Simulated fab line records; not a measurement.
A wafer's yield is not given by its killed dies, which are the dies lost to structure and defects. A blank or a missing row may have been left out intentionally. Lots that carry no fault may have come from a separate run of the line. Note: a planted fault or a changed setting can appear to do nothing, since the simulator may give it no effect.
fab line records + flow nand-harc
record
- lots=14
- wafers=41
- last-day=33
route steps=1302 shown A_DECK1_JOINT@539 A_ONON_D2@546
lots that met no fault: from a run of the same line without faults
start-h: start of the lot's first displayed wafer, in hours after the record's first day + wait-h: time in hours since the lot's previous step + " as in the row above + L1.1+2: several wafers, shown together as one row + - no value, or no start was given + * or withheld: withheld + < > ~ a bound
route shown NAME@n: names a module that has steps shown in the file, with the first one's number in the route + usual: mean/standard deviation taken from wafers without a fault + same: alike in all rows + chamber/n: place in a boat + sites: per-site readings + _std_site: their standard deviation + _edge_site: inner sites' mean taken away from outer sites' mean + radius-mm: how far each site lies from the wafer's centre + mask NAME#n: copy n + behind: the tool/chamber that last shaped the wafer + hold: why the lot was held/for how many hours/how that ended + device: whichever transistor did not switch (one of n, p or np) + end of line: tests of these same wafers at the route's end + a step given without rows: its recipe and nothing more + killed: dies that structure and defects cost at the first sort, which is not the same as the wafer's yield + map: per-die view of a wafer (x killed, . not killed, _ where there is no die)
set.NAME: setting as actually run; set.NAME@STEP: the setting as run at that earlier step + model.NAME: the simulator's own value behind a step, which no gauge read
one table for each step of the route and one row for each wafer, over a sample of lots
services: from which hour (start-h, from the record's first day; less than 0 if before it) a tool's chamber was out of use, for how many hours, and why
## steps
# step NHARC_A_DECK1_JOINT_CMP_02
# recipe
- material=SiOx
# usual
- edge-zone-pressure-frac=1.000/0.0042
- motor-current-A=11.7/1.3
- retaining-ring-pressure-frac=1.000/0.0052
- slurry-flow-ml-min=150.0/0.43
| lot.wafer | tool   | chamber | start-h | wait-h | edge-zone-pressure-frac | motor-current-A | retaining-ring-pressure-frac | slurry-flow-ml-min |
|-----------|--------|---------|---------|--------|-------------------------|-----------------|------------------------------|--------------------|
| L579.3    | cmp-01 | 1       | 270.79  | 0.4    | 0.999                   | 13.9            | 0.997                        | 150.6              |
| L579.2    | "      | 2       | "       | "      | 1.003                   | 10.7            | 0.999                        | 150.7              |
| L579.6    | "      | 1       | "       | "      | 0.988                   | 13.0            | 0.997                        | 150.6              |
| L580.2    | cmp-02 | 0       | 281.22  | 0.4    | 1.005                   | 9.9             | 1.004                        | 150.5              |
| L580.6    | "      | 1       | "       | "      | 0.997                   | 12.5            | 0.999                        | 149.8              |
| L580.5    | "      | 2       | "       | "      | 0.999                   | 10.2            | 1.007                        | 150.2              |
| L581.4    | cmp-04 | 3       | 297.90  | 0.4    | 0.999                   | 11.0            | 1.000                        | 149.5              |
| L581.3    | "      | 0       | "       | "      | 0.994                   | 14.3            | 1.002                        | 150.1              |
| L581.1    | "      | 1       | "       | "      | 0.997                   | 13.2            | 1.002                        | 149.9              |
| L582.1    | cmp-01 | 0       | 298.31  | 0.4    | 1.002                   | 10.8            | 1.000                        | 150.2              |
| L582.4    | "      | 1       | "       | "      | 1.006                   | 12.9            | 1.004                        | 149.4              |
| L582.3    | "      | 2       | "       | "      | 1.009                   | 10.7            | 1.007                        | 150.0              |
| L583.2    | cmp-02 | 3       | 309.06  | 0.4    | 1.001                   | 11.4            | 0.990                        | 149.3              |
| L583.3    | "      | 0       | "       | "      | 1.001                   | 10.8            | 0.996                        | 150.0              |
| L583.6    | "      | 1       | "       | "      | 1.000                   | 12.6            | 1.000                        | 149.9              |
| L584.2    | cmp-02 | 2       | 321.09  | 0.4    | 0.996                   | 10.4            | 1.000                        | 150.1              |
| L584.3    | "      | 3       | "       | "      | 0.999                   | 11.4            | 1.003                        | 150.2              |
| L584.6    | "      | 3       | "       | "      | 0.994                   | 11.9            | 1.004                        | 149.6              |
| L589.1    | cmp-04 | 2       | 376.79  | 0.4    | 1.001                   | 12.1            | 0.999                        | 149.6              |
| L589.2    | "      | 0       | "       | "      | 0.991                   | 13.9            | 0.994                        | 150.5              |
| L589.6    | "      | 2       | "       | "      | 0.999                   | 12.0            | 0.999                        | 149.7              |
| L588.1    | cmp-01 | 0       | 376.82  | 0.4    | 1.005                   | 9.6             | 1.001                        | 149.5              |
| L588.4    | "      | 2       | "       | "      | 1.005                   | 10.3            | 0.989                        | 149.7              |
| L588.6    | "      | 0       | "       | "      | 1.003                   | 9.9             | 1.000                        | 149.4              |
| L593.4    | cmp-04 | 2       | 424.98  | 0.5    | 1.000                   | 11.9            | 1.006                        | 149.7              |
| L593.1    | "      | 3       | "       | "      | 0.996                   | 11.2            | 1.001                        | 150.6              |
| L593.3    | "      | 1       | "       | "      | 0.994                   | 12.9            | 1.002                        | 149.6              |
| L597.4    | cmp-04 | 2       | 459.73  | 0.4    | 0.994                   | 12.2            | 0.997                        | 150.0              |
| L597.3    | "      | 0       | "       | "      | 1.005                   | 14.0            | 1.003                        | 150.7              |
| L597.6    | "      | 3       | "       | "      | 0.998                   | 11.0            | 0.997                        | 149.5              |
| L598.4    | cmp-01 | 1       | 459.78  | 0.4    | 1.006                   | 13.3            | 1.002                        | 149.6              |
| L598.2    | "      | 2       | "       | "      | 0.999                   | 10.4            | 1.002                        | 150.1              |
| L599.4    | cmp-04 | 1       | 471.93  | 0.4    | 1.002                   | 13.4            | 1.002                        | 150.2              |
| L599.5    | "      | 3       | "       | "      | 0.998                   | 11.0            | 1.003                        | 149.9              |
| L599.6    | "      | 0       | "       | "      | 0.996                   | 14.1            | 1.002                        | 149.7              |
| L601.4    | cmp-04 | 3       | 496.53  | 0.4    | 1.006                   | 10.6            | 0.995                        | 149.6              |
| L601.6    | "      | 0       | "       | "      | 0.993                   | 13.9            | 0.990                        | 150.7              |
| L601.5    | "      | 1       | "       | "      | 0.997                   | 13.2            | 1.004                        | 149.2              |
| L602.3    | cmp-01 | 1       | 512.14  | 3.1    | 1.004                   | 13.8            | 1.005                        | 150.1              |
| L602.4    | "      | 0       | "       | "      | 1.003                   | 9.9             | 0.996                        | 150.1              |
| L602.5    | "      | 1       | "       | "      | 0.998                   | 13.0            | 0.996                        | 150.3              |
# step NHARC_A_ONON_D2_THK_MEAS_02
# recipe
- thk-meas-gauge=ellipsometry
# usual
- thk-nm=1003/11
| lot.wafer | tool          | chamber | start-h | wait-h | thk-nm |
|-----------|---------------|---------|---------|--------|--------|
| L579.2    | film-metro-01 | -       | 272.07  | -      | 990    |
| L579.3    | "             | -       | "       | "      | 990    |
| L579.6    | "             | -       | "       | "      | 990    |
| L580.2    | film-metro-02 | -       | 282.45  | -      | 1009   |
| L580.5    | "             | -       | "       | "      | 1008   |
| L580.6    | "             | -       | "       | "      | 1012   |
| L581.1    | film-metro-02 | -       | 299.16  | -      | 1009   |
| L581.3    | "             | -       | "       | "      | 1007   |
| L581.4    | "             | -       | "       | "      | 1008   |
| L582.1    | film-metro-01 | -       | 299.56  | -      | 1003   |
| L582.3    | "             | -       | "       | "      | 1003   |
| L582.4    | "             | -       | "       | "      | 1005   |
| L583.2    | film-metro-01 | -       | 310.30  | -      | 1001   |
| L583.3    | "             | -       | "       | "      | 1002   |
| L583.6    | "             | -       | "       | "      | 1002   |
| L584.2    | film-metro-02 | -       | 322.37  | -      | 985    |
| L584.3    | "             | -       | "       | "      | 984    |
| L584.6    | "             | -       | "       | "      | 984    |
| L588.1    | film-metro-01 | -       | 378.34  | -      | 1033   |
| L588.4    | "             | -       | "       | "      | 1033   |
| L588.6    | "             | -       | "       | "      | 1034   |
| L589.1    | film-metro-01 | -       | 378.34  | -      | 1010   |
| L589.2    | "             | -       | "       | "      | 1008   |
| L589.6    | "             | -       | "       | "      | 1010   |
| L593.1    | film-metro-01 | -       | 426.29  | -      | 1013   |
| L593.3    | "             | -       | "       | "      | 1013   |
| L593.4    | "             | -       | "       | "      | 1013   |
| L597.3    | film-metro-01 | -       | 461.01  | -      | 1007   |
| L597.4    | "             | -       | "       | "      | 1008   |
| L597.6    | "             | -       | "       | "      | 1007   |
| L598.2    | film-metro-02 | -       | 461.03  | -      | 993    |
| L598.4    | "             | -       | "       | "      | 993    |
| L599.4    | film-metro-01 | -       | 473.16  | -      | 1003   |
| L599.5    | "             | -       | "       | "      | 1005   |
| L599.6    | "             | -       | "       | "      | 1004   |
| L601.4    | film-metro-02 | -       | 497.91  | -      | 1016   |
| L601.5    | "             | -       | "       | "      | 1015   |
| L601.6    | "             | -       | "       | "      | 1015   |
| L602.3    | film-metro-01 | -       | 513.49  | -      | 986    |
| L602.4    | "             | -       | "       | "      | 984    |
| L602.5    | "             | -       | "       | "      | 986    |
# step NHARC_A_ONON_D2_DEP_09
# recipe
- target-thk-a=10000
- n2-flow-sccm=2750
- n2o-flow-sccm=2000
- nh3-flow-sccm=500
- sih4-flow-sccm=210
- temp-c=400
| lot.wafer  | tool          | chamber | start-h | wait-h |
|------------|---------------|---------|---------|--------|
| L579.2+3+6 | pecvd-onon-03 | 0       | 273.33  | 0.1    |
| L580.2+5+6 | pecvd-onon-03 | 0       | 283.70  | 0.1    |
| L581.1+3+4 | pecvd-onon-03 | 0       | 300.35  | 0.1    |
| L582.1+3+4 | pecvd-onon-01 | 0       | 300.74  | 0.1    |
| L583.2+3+6 | pecvd-onon-01 | 0       | 311.55  | 0.1    |
| L584.2+3+6 | pecvd-onon-03 | 0       | 323.62  | 0.1    |
| L588.1+4+6 | pecvd-onon-04 | 0       | 379.53  | 0.1    |
| L589.1+2+6 | pecvd-onon-03 | 0       | 379.53  | 0.1    |
| L593.1+3+4 | pecvd-onon-01 | 0       | 427.48  | 0.1    |
| L597.3+4+6 | pecvd-onon-04 | 0       | 462.32  | 0.2    |
| L598.2+4   | pecvd-onon-03 | 0       | 462.41  | 0.1    |
| L599.4+5+6 | pecvd-onon-03 | 0       | 474.52  | 0.2    |
| L601.4+5+6 | pecvd-onon-01 | 0       | 499.28  | 0.2    |
| L602.3+4+5 | pecvd-onon-01 | 0       | 514.79  | 0.2    |
# step NHARC_A_ONON_D2_THK_MEAS_11
# recipe
- thk-meas-gauge=ellipsometry
# usual
- thk-nm=1002/9.6
| lot.wafer | tool          | chamber | start-h | wait-h | thk-nm |
|-----------|---------------|---------|---------|--------|--------|
| L579.2    | film-metro-02 | -       | 273.81  | -      | 989    |
| L579.3    | "             | -       | "       | "      | 990    |
| L579.6    | "             | -       | "       | "      | 988    |
| L580.2    | film-metro-02 | -       | 284.15  | -      | 981    |
| L580.5    | "             | -       | "       | "      | 980    |
| L580.6    | "             | -       | "       | "      | 981    |
| L581.1    | film-metro-01 | -       | 300.86  | -      | 1012   |
| L581.3    | "             | -       | "       | "      | 1010   |
| L581.4    | "             | -       | "       | "      | 1012   |
| L582.1    | film-metro-01 | -       | 301.26  | -      | 999    |
| L582.3    | "             | -       | "       | "      | 996    |
| L582.4    | "             | -       | "       | "      | 999    |
| L583.2    | film-metro-01 | -       | 312.00  | -      | 1019   |
| L583.3    | "             | -       | "       | "      | 1017   |
| L583.6    | "             | -       | "       | "      | 1018   |
| L584.2    | film-metro-01 | -       | 324.07  | -      | 998    |
| L584.3    | "             | -       | "       | "      | 996    |
| L584.6    | "             | -       | "       | "      | 997    |
| L588.1    | film-metro-01 | -       | 380.04  | -      | 998    |
| L588.4    | "             | -       | "       | "      | 996    |
| L588.6    | "             | -       | "       | "      | 995    |
| L589.1    | film-metro-01 | -       | 380.04  | -      | 1016   |
| L589.2    | "             | -       | "       | "      | 1016   |
| L589.6    | "             | -       | "       | "      | 1017   |
| L593.1    | film-metro-02 | -       | 427.99  | -      | 1011   |
| L593.3    | "             | -       | "       | "      | 1009   |
| L593.4    | "             | -       | "       | "      | 1011   |
| L597.3    | film-metro-01 | -       | 462.72  | -      | 1003   |
| L597.4    | "             | -       | "       | "      | 1003   |
| L597.6    | "             | -       | "       | "      | 1004   |
| L598.2    | film-metro-02 | -       | 462.86  | -      | 440    |
| L598.4    | "             | -       | "       | "      | 999    |
| L599.4    | film-metro-02 | -       | 474.86  | -      | 988    |
| L599.5    | "             | -       | "       | "      | 987    |
| L599.6    | "             | -       | "       | "      | 430    |
| L601.4    | film-metro-02 | -       | 499.61  | -      | 994    |
| L601.5    | "             | -       | "       | "      | 991    |
| L601.6    | "             | -       | "       | "      | 991    |
| L602.3    | film-metro-02 | -       | 515.18  | -      | 1011   |
| L602.4    | "             | -       | "       | "      | 1012   |
| L602.5    | "             | -       | "       | "      | 1011   |
## services
| tool          | chamber | start-h | hours | kind   |
|---------------|---------|---------|-------|--------|
| cmp-01        | -       | 251.69  | 4.4   | repair |
| pecvd-onon-01 | -       | 269.50  | 13.0  | pm     |
| cmp-01        | -       | 283.64  | 4.0   | pm     |
| cmp-04        | -       | 287.82  | 2.2   | repair |
| cmp-04        | -       | 304.13  | 9.1   | repair |
| cmp-01        | -       | 310.13  | 2.1   | repair |
| pecvd-onon-04 | -       | 311.00  | 13.0  | pm     |
| cmp-04        | -       | 313.27  | 4.0   | pm     |
| cmp-02        | -       | 330.58  | 4.0   | pm     |
| cmp-01        | -       | 331.48  | 0.7   | repair |
| cmp-04        | -       | 369.61  | 1.1   | repair |
| cmp-01        | -       | 381.74  | 4.0   | pm     |
| cmp-04        | -       | 396.61  | 2.6   | repair |
| pecvd-onon-03 | -       | 411.18  | 13.0  | pm     |
| cmp-04        | -       | 411.27  | 4.0   | pm     |
| cmp-02        | -       | 428.58  | 4.0   | pm     |
| cmp-01        | -       | 438.92  | 2.1   | repair |
| pecvd-onon-01 | -       | 450.50  | 13.0  | pm     |
| cmp-02        | -       | 454.60  | 1.4   | repair |
| cmp-01        | -       | 455.57  | 0.7   | repair |
| cmp-01        | -       | 479.74  | 4.0   | pm     |
| cmp-01        | -       | 497.87  | 1.4   | repair |
| cmp-02        | -       | 508.94  | 3.3   | repair |
| cmp-04        | -       | 509.27  | 4.0   | pm     |
## key
first-sign
- step=NHARC_A_ONON_D2_THK_MEAS_11
- reading=thk-nm
- direction=down
- sigmas=59
- usual=1002
- struck=435
effect none on later readings
met-at NHARC_A_ONON_D2_DEP_09
struck-lots L598,L599
struck-wafers L598.2,L599.6
later-rows-left-out L598.2,L599.6
sort-left-out L598.2,L599.6
tester-left-out L598,L599
not-acting-at NHARC_A_DECK1_JOINT_CMP_02,NHARC_A_ONON_D2_THK_MEAS_02
onset-between 379.53 462.41
fault
- kind=process-parameter-drift
- tool=pecvd-onon-03
- chamber=-
- onset-h=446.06
- steps=NHARC_A_ONON_D2_DEP_09
- channel=target-thk-a
- offset=*
- shape=step
- end-h=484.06
- scope=struck-wafers-only
- acts-in=*
- stated=*
# tester-left-out: of these lots the tester's yield and bins aren't shown, on N5 and GAA mostly nor the transistor test; their killed dies are dies lost to structure and defects alone, not to doping, threshold or leakage, so they don't give the yield
# sort-left-out: the simulated sort isn't trusted on such a fault, so these wafers' sort isn't shown, and their yield isn't known
# later-rows-left-out: the simulator's readings of these wafers behind a module that went badly wrong aren't trusted and aren't shown, but for the sort
